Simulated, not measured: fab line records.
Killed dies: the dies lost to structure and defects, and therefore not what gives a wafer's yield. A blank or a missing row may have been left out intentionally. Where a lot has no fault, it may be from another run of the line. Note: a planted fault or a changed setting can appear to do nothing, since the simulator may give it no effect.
One fault seen from 2 desks ; flow n5-finfet ; each desk has only its own numbers; what lay behind them comes last

THE METROLOGY DESK
What the gauges read for every lot (on any tool): the sampled wafers with a number, averaged. If a lot's mean is further than 4 standard deviations from the usual mean, the lot is out of limits and carries the mark OUT (the distance appears in the brackets). 7 of its 10 readings are shown, namely those furthest out on some lot.
Columns: A = DIBL_N at N5_BEOL_M4_RC_MEAS_101, usual 36.0 mV/V; B = DIBL_P at N5_BEOL_M4_RC_MEAS_101, usual 36.1 mV/V; C = IOFF_N at N5_BEOL_M4_RC_MEAS_101, usual 0.160 nA/um; D = IOFF_P at N5_BEOL_M4_RC_MEAS_101, usual 0.21 nA/um; E = ION_P at N5_BEOL_M4_RC_MEAS_101, usual 464 uA/um; F = VT_N at N5_BEOL_M4_RC_MEAS_101, usual 250 mV; G = VT_P at N5_BEOL_M4_RC_MEAS_101, usual -249 mV
lot;first seen here;A;B;C;D;E;F;G
L659;day 7 20:04;36.5;35.1;0.144;0.19;453;251;-253
L662;day 8 18:49;34.8;34.8;0.127;0.16;452;254;-258
L663;day 8 23:21;33.9;35.5;0.146;0.20;464;250;-250
L667;day 10 03:58;35.2;35.6;0.147;0.19;456;253;-251
L668;day 10 04:10;37.3;37.0;0.176;0.23;468;246;-250
L671;day 10 22:04;35.9;34.9;0.152;0.20;472;249;-251
L674;day 12 01:01;36.7;36.0;0.160;0.18;456;250;-252
L680;day 13 06:37;33.4;35.1;0.136;0.21;467;253;-248
L678;day 13 09:56;35.9;35.1;0.158;0.19;467;247;-251
L679;day 13 13:07;36.9;36.9;0.172;0.23;474;249;-249
L682;day 13 14:01;37.7;39.4;0.202;0.29;470;245;-243
This desk's finding: nothing out of limits on any of the 11 lots.

AT THE TOOL OWNER'S DESK: cmp-01
The tool's own readings at N5_BEOL_M3_CMP_52 (polishes, stops on SiOC, t overpolish 6.8 s, target thk 40 nm): means of the sampled wafers that have a number, for each lot that ran on this tool. If a lot's mean is further than 4 standard deviations from the usual mean, the lot is out of limits and carries the mark OUT (the distance appears in the brackets).
Columns: A = barrier-field-endpoint-s at N5_BEOL_M3_CMP_52, usual 24.2 s; B = edge-zone-pressure-frac at N5_BEOL_M3_CMP_52, usual 1.000; C = head-pressure-psi at N5_BEOL_M3_CMP_52, usual 0.9998 psi; D = motor-current-A at N5_BEOL_M3_CMP_52, usual 6.0 A; E = overpolish-run-s at N5_BEOL_M3_CMP_52, usual 6.798 s; F = time-to-endpoint-s at N5_BEOL_M3_CMP_52, usual 60 s
lot;first seen here;A;B;C;D;E;F
L662;day 8 03:43;24.7;1.000;1.0006;6.2;6.802;63
L668;day 9 14:41;28.3 (+6.0) OUT;1.000;0.8538 (-70) OUT;5.7;6.798;57
L667;day 9 18:44;27.6 (+5.0) OUT;0.999;0.8549 (-69) OUT;6.2;6.794;59
L680;day 12 21:20;25.2;0.998;1.0015;6.1;6.805;66
This desk finds L667, L668 out of limits, L668 being first, at day 9 14:41 (barrier-field-endpoint-s at N5_BEOL_M3_CMP_52). L662, L680 stayed within limits.

PUT TOGETHER
An alarm could have come from the tool owner's desk at day 9 14:41, on L667, L668.
Nothing out of limits was seen by the metrology desk.
The metrology desk has L667, L668 on record, within its limits.
All the named lots went through N5_BEOL_M3_CMP_52 on cmp-01.

WHAT WAS PUT IN BY THE SIMULATOR
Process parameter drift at N5_BEOL_M3_CMP_52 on cmp-01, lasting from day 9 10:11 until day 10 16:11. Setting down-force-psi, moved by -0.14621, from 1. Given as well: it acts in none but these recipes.
Shown lots that were struck: L667, L668.
Hours from the fault's start to each desk's first reading out of limits: the tool owner's desk, 4.
